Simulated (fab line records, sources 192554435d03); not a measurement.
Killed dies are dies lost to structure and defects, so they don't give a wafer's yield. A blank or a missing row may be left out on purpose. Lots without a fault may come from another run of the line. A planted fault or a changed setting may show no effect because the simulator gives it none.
A struck lot beside a sound one | flow n5_finfet | 18 steps out of a route of 1938
Sound: wafers L889.2, L889.4, L889.5. Struck: wafers L899.1, L899.4, L899.6. The cause comes at the end.
At each step with rows: each side's tool, then ch and its chambers, then its first start. Under that, the readings that differ: sound wafers | struck wafers | difference of the means | sigmas: that difference in standard deviations of wafers without a fault.
alike: readings whose means differ by less than 2 such deviations, and words and numbers that are the same on both sides. not compared: withheld readings, readings that some wafer has no value for, bounds like >300 that may hide the same value, and numbers for which the record gives no deviation and whose values overlap.
The two part at a step that has a row with sigmas, a row that says differs or no value, or rows on one side only. Numbers that don't overlap but have no deviation are shown without sigmas and don't part them. A reading that every wafer of one side lacks parts them only if that side has two wafers or more.

first, 8 steps without rows for these wafers: N5_FIN_SAQP_ETCH_64 (etches SiO2 in CF4, target depth 1.5 nm); N5_FIN_SAQP_FIN_ETCH_36 (etches the open film in HBr/Cl2/O2, target depth 120 nm, time 50.4 s); N5_FIN_SAQP_PRECLEAN_38 (cleans in O3/DIW, time 45 s); N5_FIN_SAQP_PRECLEAN_45 (cleans in dHF, time 10 s); N5_FIN_SAQP_SRD_39 (time 30 s); N5_FIN_CUT_COAT_18 (time 60 s, resist thk 230 nm); N5_FIN_CUT_COAT_19 (time 60 s, resist thk 20 nm); N5_FIN_CUT_COAT_29 (time 60 s, resist thk 10 nm).
N5_FIN_CUT_COAT_02: resist thk 30 nm.
  sound on litho_track-05 ch 0, day 3 03:53; struck on litho_track-05 ch 0, day 5 16:10
  reading                                      | sound                | struck               | difference | sigmas
  spin_speed_rpm (rpm)                         | 1500.2 1500.0 1500.9 | 1380.8 1380.6 1381.3 | -119.5     | -99 or more
  model.CAR-EUV_of_FIN_CUT_COAT_02.thk_nm (nm) | 30 29.8 29.8         | 31.2 31.4 31.4       | +1.5       |
then, 6 steps without rows for these wafers: N5_FIN_CUT_EBR_04; N5_FIN_CUT_SOFTBAKE_03 (time 60 s); N5_FIN_CUT_EXPOSE_05 (exposes mask FIN CUT); N5_FIN_CUT_PEB_06 (peb time 60 s); N5_FIN_CUT_DEVELOP_07 (develop time 30 s); N5_FIN_CUT_DESCUM_13 (chemistry O2, time 7 s).
N5_FIN_CUT_ETCH_30: etches underlayer in N2/H2, target depth 13 nm, time 10.4 s.
  sound on rie_diel-03 ch 1,3, day 3 04:18; struck on rie_diel-03 ch 0,2, day 5 16:46
  reading                                      | sound          | struck     | difference | sigmas
  model.CAR-EUV_of_FIN_CUT_COAT_02.thk_nm (nm) | 14.6 14.4 14.6 | 15.8 16 16 | +1.4       |
  alike: bias_w, drypump_motor_current_A, etch_rf_on_time_s, n2_flow_sccm, oes_product_au, rf_vpp_V, showerhead_plenum_p_Torr, throttle_valve_pct
  not compared: rf_hours_counter_h
then, 1 step without rows for these wafers: N5_FIN_CUT_ETCH_20 (etches SiARC in CF4, target depth 26 nm, time 43.3 s).
-- the record jumps here: 6 days lie between the struck wafers' starts before and after (it left off in module FIN_CUT and takes up again in module BEOL_M4, whose first step shown is number 1111 of the route) --
N5_BEOL_M4_RC_MEAS_101:
  sound on prober-01 ch 0, day 9 11:23; struck on prober-01 ch 0, day 11 11:48
  reading        | sound             | struck            | difference | sigmas
  IOFF_N (nA/um) | 0.145 0.135 0.130 | 0.187 0.185 0.231 | +0.064     | +3
  IOFF_P (nA/um) | 0.207 0.195 0.185 | 0.244 0.234 0.281 | +0.057     | +2
  alike: DIBL_N, DIBL_P, ION_N, ION_P, SS_N, SS_P, VT_N, VT_P

WHERE THEY PART
First at N5_FIN_CUT_COAT_02; last, within this record, at N5_BEOL_M4_RC_MEAS_101.

WHY: what the simulator had put in
Process parameter drift: litho_track-05, from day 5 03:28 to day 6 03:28, at N5_FIN_CUT_COAT_02. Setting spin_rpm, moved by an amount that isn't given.
